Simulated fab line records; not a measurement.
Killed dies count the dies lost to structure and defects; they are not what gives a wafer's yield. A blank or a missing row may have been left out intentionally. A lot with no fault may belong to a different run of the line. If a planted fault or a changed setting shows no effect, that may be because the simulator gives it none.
Comparing a struck lot with a sound one + flow n5Finfet + 34 steps out of a route of 1938
Sound: wafers L991.3, L991.4, L991.5. The struck wafers were L996.1, L996.3, L996.4. The cause comes at the end.
At each step with rows: each side's tool, then ch and its chambers, then its first start. Under that, the readings that differ: sound wafers + struck wafers + difference of the means + sigmas: that difference in standard deviations of wafers without a fault.
alike: words and numbers the same on both sides, and readings whose means are apart by under 2 such deviations; not compared: readings that were withheld, readings missing a value for some wafer, numbers with overlapping values and no deviation given by the record, and bounds like >300 which may hide the same value.
A row with sigmas, a row that says differs or no value, or rows on one side alone: a step with any of these is where the two part. Non-overlapping numbers with no deviation appear without sigmas and do not part them. A reading missing from all wafers of one side parts the sides only when that side holds two or more wafers.

first, 12 steps without rows for these wafers: N5_BEOL_M1_ANNEAL_87 (time 240 s); N5_BEOL_M1_SPUTTER_88 (material Cu, target thk 4.5 nm, time 8.29 s); N5_BEOL_M1_ANNEAL_89 (time 240 s); N5_BEOL_M1_SPUTTER_90 (material Cu, target thk 4.5 nm, time 8.29 s); N5_BEOL_M1_ANNEAL_91 (time 240 s); N5_BEOL_M1_SPUTTER_92 (material Cu, target thk 4.5 nm, time 8.29 s); N5_BEOL_M1_ANNEAL_93 (time 240 s); N5_BEOL_M1_SPUTTER_94 (material Cu, target thk 4.5 nm, time 8.29 s); N5_BEOL_M1_ANNEAL_95 (time 240 s); N5_BEOL_M1_SPUTTER_96 (material Cu, target thk 4.5 nm, time 8.29 s); N5_BEOL_M1_ECD_50 (material Cu, target thk 300 nm); N5_BEOL_M1_ANNEAL_51 (time 90 s).
N5_BEOL_M1_CMP_52: polishes, stops on SiOC, t overpolish 6.8 s, target thk 40 nm.
  sound on cmp-04 ch 0,2, day 8 02:28; struck on cmp-04 ch 0,1,3, day 9 14:49
  alike: barrierFieldEndpointS, motorCurrentA, overpolishRunS, retainingRingPressureFrac, timeToEndpointS
then, 4 steps without rows for these wafers: N5_BEOL_M1_PRE_CLEAN_60 (time 15 s); N5_BEOL_M1_CO_CAP_55 (material Co, precursor CCTBA/H2, target thk 2 nm, time 102.1 s); N5_BEOL_M1_PRE_CLEAN_56 (time 15 s); N5_BEOL_M1_DEP_57 (deposits SiCN from 3MS/NH3, target thk 8 nm, time 14 s).
N5_BEOL_M1_INSPECT_59: inspects for defects (darkfield).
  struck on defectInspect-02, day 9 15:25; sound on defectInspect-02, day 8 03:01
| reading        | sound    | struck         | difference | sigmas |
|----------------|----------|----------------|------------|--------|
| rawDefectCount | 60 59 46 | 1565 1506 1523 | +1476      | +62    |
then, 12 steps without rows for these wafers: N5_BEOL_M2_ILD_DEP_00 (deposits SiOC from DEMS/O2, target thk 79 nm, time 15.3 s); N5_BEOL_M2_PECVD_72 (deposits SiO2 from TEOS/O2, target thk 16 nm, time 18 s); N5_BEOL_M2_HM_DEP_02 (deposits TiN, target thk 20 nm); N5_BEOL_M2_COAT_61 (time 60 s, resist thk 60 nm); N5_BEOL_M2_COAT_62 (time 60 s, resist thk 12 nm); N5_BEOL_M2_COAT_73 (time 60 s, resist thk 5 nm); N5_BEOL_M2_COAT_05 (resist thk 30 nm); N5_BEOL_M2_EBR_07; N5_BEOL_M2_SOFTBAKE_06 (time 60 s); N5_BEOL_M2_EXPOSE_08 (exposes mask M2); N5_BEOL_M2_PEB_09 (peb time 60 s); N5_BEOL_M2_DEVELOP_10 (develop time 30 s).
N5_BEOL_M2_INSPECT_13: inspects for defects (brightfield).
  struck on defectInspect-02, day 9 16:07; sound on defectInspect-02, day 8 04:21
| reading        | sound       | struck         | difference | sigmas |
|----------------|-------------|----------------|------------|--------|
| rawDefectCount | 280 271 370 | 1998 1937 1915 | +1643      | +21    |
then, 1 step without rows for these wafers: N5_BEOL_M2_DESCUM_16 (chemistry O2, time 7 s).
N5_BEOL_M4_RC_MEAS_101:
  sound on prober-01 ch 0, day 9 16:32; struck on prober-01 ch 0, day 10 20:40
| reading       | sound          | struck         | difference | sigmas |
|---------------|----------------|----------------|------------|--------|
| DIBL_P (mV/V) | 40.1 37.6 40.0 | 36.6 33.9 35.3 | -4.0       | -2     |
  alike: DIBL_N, IOFF_N, IOFF_P, ION_N, ION_P, SS_N, SS_P, VT_N, VT_P
-- record jumps: 4 days separate the struck wafers' starts on either side; left off in module BEOL_M4, taken up again in module PASSIVATION, whose first shown step is the route's number 1936 --
N5_PASSIVATION_PROBE_49:
  only the struck wafers here have rows in the record (prober-01, day 15 01:01); the sound ones have none

WHERE THEY PART
Last at N5_PASSIVATION_PROBE_49 as far as this record goes, first at N5_BEOL_M1_INSPECT_59.

WHY: what had been put in by the simulator
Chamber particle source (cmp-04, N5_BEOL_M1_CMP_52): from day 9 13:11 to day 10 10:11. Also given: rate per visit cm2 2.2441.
